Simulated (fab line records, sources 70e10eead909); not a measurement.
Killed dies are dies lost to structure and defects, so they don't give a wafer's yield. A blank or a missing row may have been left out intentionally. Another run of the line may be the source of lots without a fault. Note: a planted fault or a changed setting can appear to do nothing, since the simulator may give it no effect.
Struck lot and sound lot, side by side | flow nandHarc | 15 steps out of a route of 1302
Sound: wafers L336.1, L336.4, L336.5. Struck: wafers L338.3, L338.4. (L338.1 of the same lot was not struck and is left out.) The cause comes at the end.
Each step with rows lists, per side, the tool, then ch with its chambers, then its first start. Under that, the readings that differ: sound wafers | struck wafers | difference of the means | sigmas: that difference in standard deviations of wafers without a fault.
alike: readings whose means differ by less than 2 such deviations, and words and numbers that are the same on both sides. not compared: withheld readings, readings that some wafer has no value for, bounds like >300 that may hide the same value, and numbers for which the record gives no deviation and whose values overlap.
The two part at a step that has a row with sigmas, a row that says differs or no value, or rows on one side only. When numbers do not overlap yet have no deviation, they are printed without sigmas and do not part them. Lack of a reading on every wafer of one side parts them only where that side has two or more wafers.

NHARC_A_CHANNEL_HOLE_D2_STRIP_28: strips in O2.
  sound: rieDiel-04 ch 2,3; struck: rieDiel-13 ch 0,3
reading                      | sound          | struck    | difference | sigmas
showerheadPlenumPTorr (Torr) | 3.70 3.66 3.66 | 3.42 3.51 | -0.21      | -2
  alike: drypumpMotorCurrentA, oesProductAu, rfVppV, throttleValvePct
  not compared: rfHoursCounterH
then, 2 steps without rows for these wafers: NHARC_A_CHANNEL_HOLE_D2_PRECLEAN_29 (cleans in SC1); NHARC_A_CHANNEL_HOLE_D2_SRD_30.
NHARC_A_CHANNEL_HOLE_D2_CD_MEAS_31:
  struck on cdSem-02, day 14 20:38; sound on cdSem-02, day 13 03:09
  alike: cdNm
then, 1 step without rows for these wafers: NHARC_A_CHANNEL_HOLE_D2_XSEM_32.
NHARC_A_CHANNEL_HOLE_D2_INSPECT_40:
  struck on defectInspect-01, day 14 20:49; sound on defectInspect-02, day 13 03:20
  alike: rawDefectCount
then, 2 steps without rows for these wafers: NHARC_A_CHANNEL_FILL_D2_PRECLEAN_00 (cleans in SC1); NHARC_A_CHANNEL_FILL_D2_SRD_01.
NHARC_A_CHANNEL_FILL_D2_ALD_02: deposits SiO2, target thk 6 nm, pulse time 10 s, ald cycles 60.
  sound on aldHk-04 ch 1,2,3, day 13 03:32; struck on aldHk-02 ch 0,1, day 14 21:05
  alike: heaterPowerW, precursorPulseHeightRel
  not compared: aldCycles
NHARC_A_CHANNEL_FILL_D2_ALD_03: deposits SiNx, target thk 6 nm, pulse time 60 s, ald cycles 58.
  sound: aldSinBatch-02 ch 0; struck: aldSinBatch-01 ch 0
  alike: precursorPulseHeightRel
  not compared: aldCycles
NHARC_A_CHANNEL_FILL_D2_ALD_14: deposits SiO2, target thk 2.5 nm, pulse time 10 s, ald cycles 25.
  sound on aldHk-01 ch 1,2, day 13 10:32; struck on aldHk-02 ch 0,2, day 15 04:04
  alike: heaterPowerW, precursorPulseHeightRel
  not compared: aldCycles
NHARC_A_CHANNEL_FILL_D2_ALD_15: deposits SiNx, target thk 2 nm, pulse time 60 s, ald cycles 19.
  sound: aldSinBatch-01 ch 0; struck: aldSinBatch-03 ch 0
  alike: precursorPulseHeightRel
  not compared: aldCycles
NHARC_A_CHANNEL_FILL_D2_ALD_16: deposits SiO2, target thk 1.5 nm, pulse time 10 s, ald cycles 15.
  sound on aldHk-02 ch 0,1,3, day 13 17:28; struck on aldHk-02 ch 1,3, day 15 08:20
reading   | sound    | struck | difference | sigmas
aldCycles | 15 15 15 | 20 20  | +5         | 
  alike: heaterPowerW, precursorPulseHeightRel
then, 1 step without rows for these wafers: NHARC_A_CHANNEL_FILL_D2_ANNEAL_17 (time 1800 s).
-- break in the record here, with 10 days between the starts of the struck wafers on either side (left off in module A_CHANNEL_FILL_D2, picked up again in module END, where the first step shown is number 1302 on the route) --
NHARC_END_SORT_01:
  here the record holds rows for the struck wafers (prober-02 ch 0, day 25 10:43) but none for the sound ones

## WHERE THEY PART
At NHARC_A_CHANNEL_HOLE_D2_STRIP_28 first; at NHARC_END_SORT_01 last (within this record only).

WHY: what had been put in by the simulator
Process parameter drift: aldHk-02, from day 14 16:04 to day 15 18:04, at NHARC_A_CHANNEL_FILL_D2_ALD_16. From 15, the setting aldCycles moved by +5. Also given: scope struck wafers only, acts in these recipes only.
